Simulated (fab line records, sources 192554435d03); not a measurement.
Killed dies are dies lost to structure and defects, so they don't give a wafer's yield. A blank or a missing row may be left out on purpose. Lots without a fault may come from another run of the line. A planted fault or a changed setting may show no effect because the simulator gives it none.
Split-lot experiment | flow n5_finfet | 7 lots, 39 wafers read, on a route of 1938 steps

THE SPLIT
At N5_BEOL_M12_SPUTTER_44 (material Ta, target thk 10 nm, time 16.13 s), the setting time_s was moved away from the recipe's 16.13 s on 15 of the 39 wafers read, by -45.9% to +55.6%. The other wafers ran this setting at the recipe's value.

FROM THE SPLIT TO THE READING: what the file shows between them, 3 steps
- N5_BEOL_M12_SPUTTER_45: material Cu, target thk 80 nm, time 13.33 s
- N5_BEOL_M12_ECD_47: material Cu, target thk 720 nm
- N5_BEOL_M12_ANNEAL_48: time 90 s

THE READING
barrier_field_endpoint_s, in s, at N5_BEOL_M12_CMP_49 (polishes, stops on SiOC, t overpolish 20.6 s, target thk 320 nm). Fault-free wafers of this fab line usually give 30.4 s, standard deviation 0.53 s.

wafer  | tool, chamber at the split | time_s as run, s | against the recipe | barrier_field_endpoint_s, s | against lot-mates on the recipe
L074.1 | pvd_sputter-02, -          | 8.734            | -45.9%             | 24.1                        | -5.4
L074.2 | pvd_sputter-02, -          | 8.734            | -45.9%             | 24.4                        | -5.1
L074.3 | pvd_sputter-02, -          | 16.13            | recipe             | 29.2                        | -
L074.4 | pvd_sputter-02, -          | 16.13            | recipe             | 29.5                        | -
L074.6 | pvd_sputter-02, -          | 16.13            | recipe             | 29.8                        | -
L074.5 | pvd_sputter-02, -          | 8.734            | -45.9%             | 24.5                        | -5.0
L075.3 | pvd_sputter-01, -          | 21.36            | +32.4%             | 34.7                        | +4.6
L075.4 | pvd_sputter-01, -          | 21.36            | +32.4%             | 34.2                        | +4.1
L075.1 | pvd_sputter-01, -          | 16.13            | recipe             | 29.8                        | -
L075.2 | pvd_sputter-01, -          | 16.13            | recipe             | 30.1                        | -
L075.6 | pvd_sputter-01, -          | 16.13            | recipe             | 30.4                        | -
L075.5 | pvd_sputter-01, -          | 21.36            | +32.4%             | 34.4                        | +4.3
L082.1 | pvd_sputter-03, -          | 16.13            | recipe             | 29.4                        | -
L082.4 | pvd_sputter-03, -          | 16.13            | recipe             | 29.9                        | -
L082.3 | pvd_sputter-03, -          | 16.13            | recipe             | 30.3                        | -
L082.2 | pvd_sputter-03, -          | 8.892            | -44.9%             | 24.3                        | -5.6
L082.5 | pvd_sputter-03, -          | 8.892            | -44.9%             | 24.9                        | -5.0
L082.6 | pvd_sputter-03, -          | 8.892            | -44.9%             | 24.3                        | -5.6
L084.4 | pvd_sputter-01, -          | 16.13            | recipe             | 30.4                        | -
L084.6 | pvd_sputter-01, -          | 16.13            | recipe             | 30.8                        | -
L084.5 | pvd_sputter-01, -          | 16.13            | recipe             | 30.9                        | -
L083.1 | pvd_sputter-03, -          | 16.13            | recipe             | 30.7                        | -
L083.3 | pvd_sputter-03, -          | 16.13            | recipe             | 29.7                        | -
L083.2 | pvd_sputter-03, -          | 25.1             | +55.6%             | 36.7                        | +6.3
L083.4 | pvd_sputter-03, -          | 25.1             | +55.6%             | 36.7                        | +6.3
L083.6 | pvd_sputter-03, -          | 16.13            | recipe             | 30.9                        | -
L083.5 | pvd_sputter-03, -          | 25.1             | +55.6%             | 37.6                        | +7.2
L094.3 | pvd_sputter-02, -          | 16.13            | recipe             | 30.7                        | -
L094.2 | pvd_sputter-02, -          | 16.13            | recipe             | 30.4                        | -
L094.1 | pvd_sputter-02, -          | 16.13            | recipe             | 29.6                        | -
L094.4 | pvd_sputter-02, -          | 16.13            | recipe             | 30.1                        | -
L094.6 | pvd_sputter-02, -          | 16.13            | recipe             | 30.2                        | -
L094.5 | pvd_sputter-02, -          | 16.13            | recipe             | 30.3                        | -
L097.1 | pvd_sputter-02, -          | 9.706            | -39.8%             | 26.1                        | -5.0
L097.3 | pvd_sputter-02, -          | 9.706            | -39.8%             | 25.9                        | -5.2
L097.4 | pvd_sputter-02, -          | 16.13            | recipe             | 31.0                        | -
L097.2 | pvd_sputter-02, -          | 9.706            | -39.8%             | 26.6                        | -4.5
L097.6 | pvd_sputter-02, -          | 16.13            | recipe             | 31.1                        | -
L097.5 | pvd_sputter-02, -          | 16.13            | recipe             | 31.1                        | -

THE FIT
A straight line over all 39 wafers: barrier_field_endpoint_s changes by +0.122 s for each +1% of time_s; r = +0.99; the points scatter about the line by 0.55 s.
The same after taking each lot's own level away (the mean of its wafers on the recipe; 39 wafers): +0.12 s for each +1%; r = +0.99; scatter 0.35 s.
On that fit, the largest move of time_s shifts the reading by 6.7 s.
The lots' own levels span 29.50 to 31.07 s, that is 3.0 times the standard deviation above.
So the lot-to-lot level changes the slope little: the two slopes agree.
Check: with one of the wafers moved furthest among these (+55.6%) left out of the fit, the line predicts +6.78 s for it against its lot-mates. It came out at +6.27 s against them.

OTHER SPLITS ON THESE WAFERS
These wafers also went through other splits before the reading. Each is held against what the fit with the lots' levels taken away leaves over:
other split on the same wafers | wafers away from the commonest value | r with barrier_field_endpoint_s (lot level and that fit taken away)
N5_BEOL_M11_ILD_DEP_00 time_s  | 15                                   | +0.06

THE WHOLE CHAIN: every reading that the file lists as answering this split, in the file's order
step                   | what it does                                                    | reading                                                                           | change (the file's fit)             | r (the file's)
N5_BEOL_M12_SPUTTER_44 | material Ta, target thk 10 nm, time 16.13 s                     | Ta_of_BEOL_M12_SPUTTER_44.thk_nm (the simulator's own value, which no gauge read) | +0.1 nm for each +1% of the setting | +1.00
N5_BEOL_M12_CMP_49     | polishes, stops on SiOC, t overpolish 20.6 s, target thk 320 nm | barrier_field_endpoint_s                                                          | +0.12 s for each +1% of the setting | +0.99

THE FILE'S OWN FIT
barrier_field_endpoint_s changes by +0.12 s for each +1% of time_s, r = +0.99.
